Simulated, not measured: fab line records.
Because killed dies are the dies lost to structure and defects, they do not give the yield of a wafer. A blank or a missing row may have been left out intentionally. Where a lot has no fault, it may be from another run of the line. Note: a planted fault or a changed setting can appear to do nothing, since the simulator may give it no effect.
Which tool was responsible? | flow nandHarc | 33 wafers from 11 lots sampled at 5 of the route's 1302 steps

WHAT EACH GAUGE READ, for each wafer
NHARC_END_SORT_01.
lot  | measured     | on        | defectLimitedYield (%)
L993 | day 30 06:29 | prober-01 | 94 94 93
L994 | day 30 17:19 | prober-02 | 96 94 95
L998 | day 32 04:54 | prober-02 | 91 92 90
L101 | day 33 11:07 | prober-02 | 96 95 96

WHAT TOOL EACH LOT RAN ON (gives the tool, then ch and the chambers of the sampled wafers, and finally the start)
lot  | NHARC_A_BONDPAD_DEP_00                     | NHARC_A_BONDPAD_CMP_29        | NHARC_A_BONDPAD_DESCUM_11         | NHARC_A_BONDPAD_ETCH_34
L980 | pecvd-03 ch 0,2, day 23 02:58              | cmp-01 ch 0,1,2, day 23 03:23 | rieDiel-11 ch 2,3, day 23 04:21   | rieDiel-11 ch 1,2, day 23 04:26
L986 | pecvd-04 ch 1,2, day 25 23:56 or earlier   | cmp-03 ch 1,3, day 25 23:56   | rieDiel-11 ch 0,1,3, day 26 00:54 | rieDiel-11 ch 0,2, day 26 00:58
L993 | pecvd-03 ch 0,1, day 28 20:50              | cmp-04 ch 0,1,2, day 28 21:16 | rieDiel-11 ch 0,1,3, day 28 22:10 | rieDiel-11 ch 0,1,2, day 28 22:14
L994 | pecvd-02 ch 0,1,2, day 29 08:50 or earlier | cmp-03 ch 0,1, day 29 08:50   | rieDiel-11 ch 0,1,2, day 29 09:45 | rieDiel-11 ch 1,2, day 29 09:49
L995 | pecvd-03 ch 0,1,2, day 29 16:16            | cmp-01 ch 0,2,3, day 29 16:35 | rieDiel-11 ch 1,2,3, day 29 17:28 | rieDiel-11 ch 0,2,3, day 29 17:33
L996 | pecvd-03 ch 0,1,2, day 29 17:41            | cmp-03 ch 0,1,2, day 29 18:08 | rieDiel-11 ch 0,2,3, day 29 19:08 | rieDiel-11 ch 0,1,3, day 29 19:13
L997 | pecvd-03 ch 0,1, day 29 23:20              | cmp-03 ch 0,1,2, day 29 23:48 | rieDiel-11 ch 0,1,3, day 30 00:47 | rieDiel-11 ch 1,3, day 30 00:52
L998 | pecvd-03 ch 0,2, day 30 19:22              | cmp-03 ch 0,1,2, day 30 19:50 | rieDiel-11 ch 1,2,3, day 30 20:43 | rieDiel-11 ch 0,1, day 30 20:46
L101 | pecvd-03 ch 0,2, day 32 02:23              | cmp-04 ch 1,2, day 32 02:47   | rieDiel-04 ch 0,3, day 32 03:42   | rieDiel-04 ch 0,2,3, day 32 03:47
L100 | pecvd-04 ch 0,1,2, day 32 04:10            | cmp-04 ch 1,2, day 32 04:33   | rieDiel-11 ch 0,2, day 32 05:33   | rieDiel-04 ch 0,2, day 32 05:39
L102 | pecvd-02 ch 0,1,2, day 33 00:10            | cmp-03 ch 1,2, day 33 00:32   | rieDiel-09 ch 1,2,3, day 33 01:34 | rieDiel-09 ch 0,1, day 33 01:39
- NHARC_A_BONDPAD_DEP_00: deposits SiCN, target thk 250 nm.
- NHARC_A_BONDPAD_CMP_29: polishes SiCN, target thk 200 nm.
- NHARC_A_BONDPAD_DESCUM_11: chemistry O2, time 3 s.
- NHARC_A_BONDPAD_ETCH_34: etches the open film in N2/H2, target depth 60 nm, overetch 18 nm, time 65.91 s.

THE ANSWER, worked out from the rows above alone
Rule: what is usual is taken from the lots themselves. The widest of any qualifying gaps counts: lots, ordered by their means at a reading, are off when they make up no more than a third of the lots, leave a main group of 4 or more, and stand apart from it by 3 or more times the standard deviation of that group's means. A main group whose means are all the same, to the digits that the tables above print for the reading, isn't used. Also off: a lot with no number at a reading for which 4 or more lots have one. Where the step has rows for the other lots, those lots are counted as sound.
No lot is off on any of the readings shown, so nothing can be concluded from this.

WHAT HAD BEEN PUT IN BY THE SIMULATOR
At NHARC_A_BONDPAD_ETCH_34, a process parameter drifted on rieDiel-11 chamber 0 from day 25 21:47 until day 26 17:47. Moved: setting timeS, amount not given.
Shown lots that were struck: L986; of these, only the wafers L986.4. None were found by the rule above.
